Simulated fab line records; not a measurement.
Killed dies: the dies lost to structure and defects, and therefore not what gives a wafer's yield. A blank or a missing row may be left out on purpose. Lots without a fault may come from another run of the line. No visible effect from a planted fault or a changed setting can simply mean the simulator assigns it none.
Which tool is to blame? || flow nandHarc || Sampling: 12 lots, 36 wafers, 4 of 1159 route steps

WHAT EACH GAUGE READ, for each wafer
NHARC_P_M1_CD_MEAS_09 targets a cd of 130 nm. Usual: cdNm reads 130.0 nm (standard deviation 0.42).
{"lot": "L973", "measured": "day 6 01:34", "on": "cdSem-03", "cdNm (nm)": "129.8 129.8 130.0", "flag": ""}
{"lot": "L977", "measured": "day 6 17:53", "on": "cdSem-03", "cdNm (nm)": "130.4 129.8 130.4", "flag": ""}
{"lot": "L980", "measured": "day 7 19:38", "on": "cdSem-01", "cdNm (nm)": "93.5 93.8 94.1", "flag": "OFF"}
{"lot": "L982", "measured": "day 8 11:00", "on": "cdSem-02", "cdNm (nm)": "93.7 94.6 94.2", "flag": "OFF"}
{"lot": "L988", "measured": "day 10 05:50", "on": "cdSem-01", "cdNm (nm)": "130.0 129.7 130.4", "flag": ""}
{"lot": "L989", "measured": "day 10 07:11", "on": "cdSem-01", "cdNm (nm)": "130.2 130.8 130.2", "flag": ""}
{"lot": "L990", "measured": "day 10 15:51", "on": "cdSem-02", "cdNm (nm)": "129.7 129.5 129.7", "flag": ""}
{"lot": "L992", "measured": "day 10 18:01", "on": "cdSem-01", "cdNm (nm)": "130.1 130.7 130.0", "flag": ""}
{"lot": "L993", "measured": "day 11 02:35", "on": "cdSem-02", "cdNm (nm)": "129.9 129.9 130.3", "flag": ""}
{"lot": "L994", "measured": "day 11 05:12", "on": "cdSem-02", "cdNm (nm)": "130.3 129.9 129.8", "flag": ""}
{"lot": "L995", "measured": "day 11 08:55", "on": "cdSem-02", "cdNm (nm)": "129.4 129.5 129.7", "flag": ""}
{"lot": "L996", "measured": "day 11 13:44", "on": "cdSem-02", "cdNm (nm)": "130.7 130.9 130.5", "flag": ""}

WHAT TOOL EACH LOT RAN ON (gives the tool, then ch and the chambers of the sampled wafers, and finally the start)
{"lot": "L973", "NHARC_P_M0_DESCUM_14": "rieDiel-01 ch 0,2,3, day 5 21:43", "NHARC_P_M0_PVD_20": "pvdSputter-01, day 6 01:29 or earlier", "NHARC_P_M1_PEB_07": "lithoTrack-01 ch 0, day 6 01:29"}
{"lot": "L977", "NHARC_P_M0_DESCUM_14": "rieDiel-01 ch 1,2,3, day 6 14:04", "NHARC_P_M0_PVD_20": "pvdSputter-02, day 6 17:49 or earlier", "NHARC_P_M1_PEB_07": "lithoTrack-04 ch 0, day 6 17:49"}
{"lot": "L980", "NHARC_P_M0_DESCUM_14": "rieDiel-09 ch 0,1, day 7 15:44", "NHARC_P_M0_PVD_20": "pvdSputter-02, day 7 19:33 or earlier", "NHARC_P_M1_PEB_07": "lithoTrack-01 ch 0, day 7 19:33"}
{"lot": "L982", "NHARC_P_M0_DESCUM_14": "rieDiel-09 ch 2,3, day 8 07:02", "NHARC_P_M0_PVD_20": "pvdSputter-03, day 8 10:55 or earlier", "NHARC_P_M1_PEB_07": "lithoTrack-01 ch 0, day 8 10:55"}
{"lot": "L988", "NHARC_P_M0_DESCUM_14": "rieDiel-09 ch 0,1,3, day 10 01:57", "NHARC_P_M0_PVD_20": "pvdSputter-01, day 10 05:45 or earlier", "NHARC_P_M1_PEB_07": "lithoTrack-04 ch 0, day 10 05:45"}
{"lot": "L989", "NHARC_P_M0_DESCUM_14": "rieDiel-09 ch 0,1,2, day 10 02:22", "NHARC_P_M0_PVD_20": "pvdSputter-01, day 10 07:05 or earlier", "NHARC_P_M1_PEB_07": "lithoTrack-04 ch 0, day 10 07:05"}
{"lot": "L990", "NHARC_P_M0_DESCUM_14": "rieDiel-13 ch 0,1,3, day 10 11:56", "NHARC_P_M0_PVD_20": "pvdSputter-02, day 10 15:46 or earlier", "NHARC_P_M1_PEB_07": "lithoTrack-04 ch 0, day 10 15:46"}
{"lot": "L992", "NHARC_P_M0_DESCUM_14": "rieDiel-01 ch 1,2, day 10 14:05", "NHARC_P_M0_PVD_20": "pvdSputter-03, day 10 17:56 or earlier", "NHARC_P_M1_PEB_07": "lithoTrack-01 ch 0, day 10 17:56"}
{"lot": "L993", "NHARC_P_M0_DESCUM_14": "rieDiel-01 ch 1,2, day 10 22:38", "NHARC_P_M0_PVD_20": "pvdSputter-03, day 11 02:30 or earlier", "NHARC_P_M1_PEB_07": "lithoTrack-06 ch 0, day 11 02:30"}
{"lot": "L994", "NHARC_P_M0_DESCUM_14": "rieDiel-13 ch 1,2, day 11 01:08", "NHARC_P_M0_PVD_20": "pvdSputter-03, day 11 05:08 or earlier", "NHARC_P_M1_PEB_07": "lithoTrack-04 ch 0, day 11 05:08"}
{"lot": "L995", "NHARC_P_M0_DESCUM_14": "rieDiel-01 ch 1,2,3, day 11 03:08", "NHARC_P_M0_PVD_20": "pvdSputter-03, day 11 08:50 or earlier", "NHARC_P_M1_PEB_07": "lithoTrack-06 ch 0, day 11 08:50"}
{"lot": "L996", "NHARC_P_M0_DESCUM_14": "rieDiel-01 ch 0,1,3, day 11 09:32", "NHARC_P_M0_PVD_20": "pvdSputter-02, day 11 13:40 or earlier", "NHARC_P_M1_PEB_07": "lithoTrack-04 ch 0, day 11 13:40"}
- NHARC_P_M0_DESCUM_14: chemistry O2, time 3 s.
- NHARC_P_M0_PVD_20: deposits TaN, target thk 5 nm, time 8.06 s.
- NHARC_P_M1_PEB_07: peb time 65 s.

AS READ BY THE TOOLS THEMSELVES (means over the sampled wafers that have a number; for cases with no such wafer, the mark the record gives instead)
NHARC_P_M0_DESCUM_14. Usual: drypumpMotorCurrentA 6.0 A, standard deviation 0.49; oesProductAu 1.002 a.u., standard deviation 0.0071; rfVppV 57.8 V, standard deviation 0.84; showerheadPlenumPTorr 1.92 Torr, standard deviation 0.062; throttleValvePct 11.312 %, standard deviation 0.0085.
{"lot": "L973", "tool": "rieDiel-01", "drypumpMotorCurrentA (A)": 6.2, "oesProductAu (a.u.)": 1.002, "rfVppV (V)": 58.6, "showerheadPlenumPTorr (Torr)": 1.96, "throttleValvePct (%)": 11.318, "flag": ""}
{"lot": "L977", "tool": "rieDiel-01", "drypumpMotorCurrentA (A)": 6.0, "oesProductAu (a.u.)": 1.010, "rfVppV (V)": 57.9, "showerheadPlenumPTorr (Torr)": 1.91, "throttleValvePct (%)": 11.310, "flag": ""}
{"lot": "L980", "tool": "rieDiel-09", "drypumpMotorCurrentA (A)": 5.5, "oesProductAu (a.u.)": 1.004, "rfVppV (V)": 57.7, "showerheadPlenumPTorr (Torr)": 1.96, "throttleValvePct (%)": 11.310, "flag": ""}
{"lot": "L982", "tool": "rieDiel-09", "drypumpMotorCurrentA (A)": 5.9, "oesProductAu (a.u.)": 1.000, "rfVppV (V)": 57.9, "showerheadPlenumPTorr (Torr)": 1.87, "throttleValvePct (%)": 11.312, "flag": ""}
{"lot": "L988", "tool": "rieDiel-09", "drypumpMotorCurrentA (A)": 5.6, "oesProductAu (a.u.)": 1.001, "rfVppV (V)": 57.5, "showerheadPlenumPTorr (Torr)": 1.92, "throttleValvePct (%)": 11.316, "flag": ""}
{"lot": "L989", "tool": "rieDiel-09", "drypumpMotorCurrentA (A)": 5.8, "oesProductAu (a.u.)": 0.990, "rfVppV (V)": 57.4, "showerheadPlenumPTorr (Torr)": 1.93, "throttleValvePct (%)": 11.319, "flag": ""}
{"lot": "L990", "tool": "rieDiel-13", "drypumpMotorCurrentA (A)": 6.1, "oesProductAu (a.u.)": 1.002, "rfVppV (V)": 57.0, "showerheadPlenumPTorr (Torr)": 1.85, "throttleValvePct (%)": 11.308, "flag": ""}
{"lot": "L992", "tool": "rieDiel-01", "drypumpMotorCurrentA (A)": 6.5, "oesProductAu (a.u.)": 0.998, "rfVppV (V)": 57.5, "showerheadPlenumPTorr (Torr)": 1.90, "throttleValvePct (%)": 11.309, "flag": ""}
{"lot": "L993", "tool": "rieDiel-01", "drypumpMotorCurrentA (A)": 6.5, "oesProductAu (a.u.)": 0.997, "rfVppV (V)": 57.5, "showerheadPlenumPTorr (Torr)": 1.89, "throttleValvePct (%)": 11.312, "flag": ""}
{"lot": "L994", "tool": "rieDiel-13", "drypumpMotorCurrentA (A)": 6.1, "oesProductAu (a.u.)": 1.002, "rfVppV (V)": 57.0, "showerheadPlenumPTorr (Torr)": 1.92, "throttleValvePct (%)": 11.312, "flag": ""}
{"lot": "L995", "tool": "rieDiel-01", "drypumpMotorCurrentA (A)": 6.0, "oesProductAu (a.u.)": 1.004, "rfVppV (V)": 57.7, "showerheadPlenumPTorr (Torr)": 1.90, "throttleValvePct (%)": 11.311, "flag": ""}
{"lot": "L996", "tool": "rieDiel-01", "drypumpMotorCurrentA (A)": 6.0, "oesProductAu (a.u.)": 0.999, "rfVppV (V)": 57.6, "showerheadPlenumPTorr (Torr)": 1.95, "throttleValvePct (%)": 11.314, "flag": ""}

NHARC_P_M0_PVD_20. Usual: throttleValvePct reads 30.1 % (standard deviation 0.82).
{"lot": "L973", "tool": "pvdSputter-01", "throttleValvePct (%)": 29.8, "flag": ""}
{"lot": "L977", "tool": "pvdSputter-02", "throttleValvePct (%)": 29.9, "flag": ""}
{"lot": "L980", "tool": "pvdSputter-02", "throttleValvePct (%)": 29.5, "flag": ""}
{"lot": "L982", "tool": "pvdSputter-03", "throttleValvePct (%)": 30.4, "flag": ""}
{"lot": "L988", "tool": "pvdSputter-01", "throttleValvePct (%)": 29.9, "flag": ""}
{"lot": "L989", "tool": "pvdSputter-01", "throttleValvePct (%)": 29.8, "flag": ""}
{"lot": "L990", "tool": "pvdSputter-02", "throttleValvePct (%)": 30.8, "flag": ""}
{"lot": "L992", "tool": "pvdSputter-03", "throttleValvePct (%)": 29.8, "flag": ""}
{"lot": "L993", "tool": "pvdSputter-03", "throttleValvePct (%)": 30.0, "flag": ""}
{"lot": "L994", "tool": "pvdSputter-03", "throttleValvePct (%)": 30.1, "flag": ""}
{"lot": "L995", "tool": "pvdSputter-03", "throttleValvePct (%)": 30.4, "flag": ""}
{"lot": "L996", "tool": "pvdSputter-02", "throttleValvePct (%)": 30.0, "flag": ""}

NHARC_P_M1_PEB_07. Usual: heaterPowerTotalW 156.6 W, standard deviation 0.42; plateTempC 100.02 C, standard deviation 0.12.
{"lot": "L973", "tool": "lithoTrack-01", "heaterPowerTotalW (W)": 156.7, "plateTempC (C)": 100.18, "flag": ""}
{"lot": "L977", "tool": "lithoTrack-04", "heaterPowerTotalW (W)": 157.0, "plateTempC (C)": 100.17, "flag": ""}
{"lot": "L980", "tool": "lithoTrack-01", "heaterPowerTotalW (W)": 253.9, "plateTempC (C)": "-", "flag": "OFF"}
{"lot": "L982", "tool": "lithoTrack-01", "heaterPowerTotalW (W)": 254.1, "plateTempC (C)": "-", "flag": "OFF"}
{"lot": "L988", "tool": "lithoTrack-04", "heaterPowerTotalW (W)": 156.8, "plateTempC (C)": 100.14, "flag": ""}
{"lot": "L989", "tool": "lithoTrack-04", "heaterPowerTotalW (W)": 156.4, "plateTempC (C)": 99.84, "flag": ""}
{"lot": "L990", "tool": "lithoTrack-04", "heaterPowerTotalW (W)": 156.9, "plateTempC (C)": 99.96, "flag": ""}
{"lot": "L992", "tool": "lithoTrack-01", "heaterPowerTotalW (W)": 156.8, "plateTempC (C)": 99.97, "flag": ""}
{"lot": "L993", "tool": "lithoTrack-06", "heaterPowerTotalW (W)": 156.6, "plateTempC (C)": 99.90, "flag": ""}
{"lot": "L994", "tool": "lithoTrack-04", "heaterPowerTotalW (W)": 156.8, "plateTempC (C)": 99.85, "flag": ""}
{"lot": "L995", "tool": "lithoTrack-06", "heaterPowerTotalW (W)": 157.1, "plateTempC (C)": 100.00, "flag": ""}
{"lot": "L996", "tool": "lithoTrack-04", "heaterPowerTotalW (W)": 156.4, "plateTempC (C)": 99.93, "flag": ""}

THE ANSWER, worked out from the rows above alone
Rule: a lot counts as off when the mean over its wafers that have a number is more than 3 standard deviations away from the usual mean. A lot without any number at a reading at which 4 lots or more have one is off too. Any other lot the step has rows for is counted as sound. The gauges are gone through in route order, then the tools' own readings, and for those a lot's mean is taken as printed above. At the first step where some lot is off, the reading lying furthest off is the one used; lots without a number count as furthest.
Off, at NHARC_P_M1_CD_MEAS_09 on cdNm: L980, L982.
If a tool, at a process step before that reading, ran all the lots that are off and no sound lot after the first of them, it fits. Not tried: the gauges at NHARC_P_M1_CD_MEAS_09; whatever is off there is also off at NHARC_P_M1_PEB_07, on other tools, and gauge error can't account for it. With no start given for some of its lots, NHARC_P_M0_PVD_20 uses the hours and lot order of NHARC_P_M1_PEB_07. Not one of the candidates tried fits.

WHAT HAD BEEN PUT IN BY THE SIMULATOR
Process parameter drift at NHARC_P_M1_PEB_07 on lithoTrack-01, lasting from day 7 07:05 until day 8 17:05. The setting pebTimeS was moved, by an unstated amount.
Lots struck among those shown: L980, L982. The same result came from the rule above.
